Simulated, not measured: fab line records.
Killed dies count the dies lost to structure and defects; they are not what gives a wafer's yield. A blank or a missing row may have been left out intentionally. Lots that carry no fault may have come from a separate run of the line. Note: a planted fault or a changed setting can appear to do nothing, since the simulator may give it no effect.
Struck lot and sound lot, side by side | flow nand-harc | 39 steps out of a route of 1302
Sound: the wafers L694.4, L694.5, L694.6. Struck: wafer L706.5. (L706.2, L706.3 of the same lot were not struck and are left out.) The cause comes at the end.
At each step with rows: each side's tool, then ch and its chambers, then its first start. Under that, the readings that differ: sound wafers | struck wafers | difference of the means | sigmas: that difference in standard deviations of wafers without a fault.
alike: words and numbers the same on both sides, and readings whose means are apart by under 2 such deviations; not compared: readings that were withheld, readings missing a value for some wafer, numbers with overlapping values and no deviation given by the record, and bounds like >300 which may hide the same value.
Wherever a step has rows on one side only, a row that says differs or no value, or a row with sigmas, the two part there. When numbers do not overlap yet have no deviation, they are printed without sigmas and do not part them. A reading missing from all wafers of one side parts the sides only when that side holds two or more wafers.

first, 3 steps without rows for these wafers: NHARC_P_BONDPAD_EXPOSE_06 (exposes mask P BPAD); NHARC_P_BONDPAD_PEB_07 (peb time 80 s); NHARC_P_BONDPAD_DEVELOP_08 (time 50 s).
NHARC_P_BONDPAD_CD_MEAS_09: target cd 500 nm.
  sound on cd-sem-03 ch 0, day 9 01:44; struck on cd-sem-03 ch 0, day 12 12:55
  alike: cd-nm
NHARC_P_BONDPAD_OVL_MEAS_38:
  struck on overlay-01, day 12 13:01; sound on overlay-01, day 9 01:50
  alike: overlay-x-nm, overlay-y-nm
then, 4 steps without rows for these wafers: NHARC_P_BONDPAD_HARDBAKE_10 (time 65 s); NHARC_P_BONDPAD_DESCUM_11 (chemistry O2, time 3 s); NHARC_P_BONDPAD_ETCH_37 (etches the open film in N2/H2, target depth 60 nm, overetch 18 nm, time 65.91 s); NHARC_P_BONDPAD_ETCH_12 (etches the open film in CHF3/O2, target depth 200 nm, time 100 s).
NHARC_P_BONDPAD_CD_MEAS_13:
  struck on cd-sem-03, day 12 13:27; sound on cd-sem-01, day 9 02:16
  alike: cd-nm
NHARC_P_BONDPAD_STRIP_15: strips in O2.
  sound on rie-diel-10 ch 1,2, day 9 02:22; struck on rie-diel-10 ch 1, day 12 13:32
  alike: drypump-motor-current-A, o2-flow-sccm, oes-product-au, rf-vpp-V, showerhead-plenum-p-Torr, throttle-valve-pct
  not compared: rf-hours-counter-h
then, 1 step without rows for these wafers: NHARC_P_BONDPAD_ETCH_24 (etches the open film in CF4/N2, target depth 30 nm, time 72.99 s).
NHARC_P_BONDPAD_STRIP_16: strips in post etch residue remover, time 600 s.
  sound on wet-bench-08 ch 1,2,3, day 9 02:38; struck on wet-bench-08 ch 0,1,6, day 12 13:49
then, 1 step without rows for these wafers: NHARC_P_BONDPAD_DEGAS_25 (time 60 s).
NHARC_P_BONDPAD_PRE_CLEAN_26: time 30 s.
  sound on pvd-sputter-02; struck on pvd-sputter-03
  alike: heater-power-w
then, 1 step without rows for these wafers: NHARC_P_BONDPAD_PVD_17 (deposits TaN, target thk 5 nm, time 8.06 s).
NHARC_P_BONDPAD_PVD_27: deposits Cu, target thk 30 nm, time 20.49 s.
  sound on pvd-sputter-02; struck on pvd-sputter-03
  alike: throttle-valve-pct
then, 1 step without rows for these wafers: NHARC_P_BONDPAD_ECD_18 (material Cu, target thk 400 nm).
NHARC_P_BONDPAD_ANNEAL_28: time 90 s.
  sound on rtp-anneal-01 ch 0, day 9 03:47; struck on rtp-anneal-02 ch 0, day 12 14:51
  alike: wafer_temp_C_max
NHARC_P_BONDPAD_CMP_19: polishes, t overpolish 30 s, cu recess touch 16 s, target thk 160.81 nm.
  sound on cmp-01 ch 0,1, day 9 03:58; struck on cmp-03 ch 1, day 12 15:11
  alike: motor-current-A, overpolish-run-s, slurry-flow-ml-min
NHARC_P_BONDPAD_THK_MEAS_20: measures by xrf.
  struck on film-metro-02, day 12 15:28; sound on film-metro-01, day 9 04:17
  reading     | sound             | struck | difference | sigmas
  thk-nm (nm) | 159.5 159.6 161.1 | 163.9  | +3.8       | +2
then, 15 steps without rows for these wafers: NHARC_P_BONDPAD_SRD_21 (time 30 s, dry time 20 s); NHARC_P_BONDPAD_ACTIVATE_29 (chemistry N2, time 60 s); NHARC_P_BONDPAD_PRECLEAN_30 (cleans in DIW, time 300 s); NHARC_P_BONDPAD_SRD_31 (time 30 s, dry time 20 s); NHARC_A_ZERO_WELL_PRECLEAN_00 (cleans in SPM, time 600 s); NHARC_A_ZERO_WELL_SRD_01; NHARC_A_ZERO_WELL_DEHYDRATE_02 (time 120 s); NHARC_A_ZERO_WELL_HMDS_03 (time 30 s); NHARC_A_ZERO_WELL_COAT_18 (time 65 s); NHARC_A_ZERO_WELL_COAT_04 (resist thk 600 nm); NHARC_A_ZERO_WELL_SOFTBAKE_05 (time 70 s); NHARC_A_ZERO_WELL_EBR_06; NHARC_A_ZERO_WELL_EXPOSE_07 (exposes mask A ZERO); NHARC_A_ZERO_WELL_PEB_08 (peb time 80 s); NHARC_A_ZERO_WELL_DEVELOP_09 (time 50 s).
NHARC_A_ZERO_WELL_CD_MEAS_10: target cd 2000 nm.
  sound on cd-sem-01 ch 0, day 9 05:42; struck on cd-sem-03 ch 0, day 12 16:52
  alike: cd-nm
then, 1 step without rows for these wafers: NHARC_A_ZERO_WELL_HARDBAKE_11 (time 65 s).
-- record jumps: 18 days between struck wafers' starts before vs after; left off in module A_ZERO_WELL, resumes in module END, first step shown is number 1302 of the route --
NHARC_END_SORT_01:
  at this point the record logs the struck wafers (prober-01 ch 0, day 30 12:14) and has no rows for the sound ones

## WHERE THEY PART
First at NHARC_P_BONDPAD_THK_MEAS_20; last, within this record, at NHARC_END_SORT_01.

WHY: whatever the simulator had introduced
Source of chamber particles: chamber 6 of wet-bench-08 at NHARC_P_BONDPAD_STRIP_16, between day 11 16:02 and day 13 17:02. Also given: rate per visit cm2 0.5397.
